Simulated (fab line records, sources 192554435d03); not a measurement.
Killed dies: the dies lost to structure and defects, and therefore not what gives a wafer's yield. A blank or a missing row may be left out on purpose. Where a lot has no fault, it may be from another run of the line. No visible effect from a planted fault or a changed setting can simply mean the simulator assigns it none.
Matching of chambers    flow n5-finfet    4 sister chambers for N5_BEOL_M10_ETCH_66 on rie-diel-02
The step etches SOC in N2/H2, target depth 120 nm, overetch 24 nm, time 180 s. 4 wafers are shown with their chamber, then 12 later ones without.

## WAFERS, EACH WITH ITS CHAMBER
wafer   chamber  drypump-motor-current-A (A)
L088.1  3        5.5
L088.6  0        6.0
L092.2  2        6.2
L092.6  1        5.5

## WAFERS WITHOUT THEIR CHAMBER
wafer   drypump-motor-current-A (A)
L091.1  5.5
L091.4  5.5
L091.5  6.0
L093.2  6.0
L093.5  6.0
L093.6  5.5
L094.2  6.2
L094.3  6.0
L094.4  6.0
L097.2  6.2
L097.4  5.6
L097.5  6.2

## WHICH CHAMBER EACH WENT THROUGH
wafer   from the rows above      in truth
L091.1  can't be placed: 1 or 3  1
L091.4  can't be placed: 1 or 3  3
L091.5  0                        0
L093.2  0                        0
L093.5  0                        0
L093.6  can't be placed: 1 or 3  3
L094.2  2                        2
L094.3  0                        0
L094.4  0                        0
L097.2  2                        2
L097.4  can't be placed: 1 or 3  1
L097.5  2                        2
Placed correctly: 8 of 12. Unplaceable from these rows: 4, with the true chamber sitting among the candidates in 4. Number placed wrongly: 0.
How it was worked out, from the rows above alone: a wafer's distance from a chamber is the root of the sum, over the readings, of the square of ((its reading less the chamber's mean) divided by the reading's scatter). The wafer belongs to the nearest chamber; if the next one is less than 2 further off, it can't be placed. A chamber's mean is the mean of its shown wafers. The scatter: root of mean squared gap, hidden wafer to nearest shown wafer, with one shown wafer a chamber.
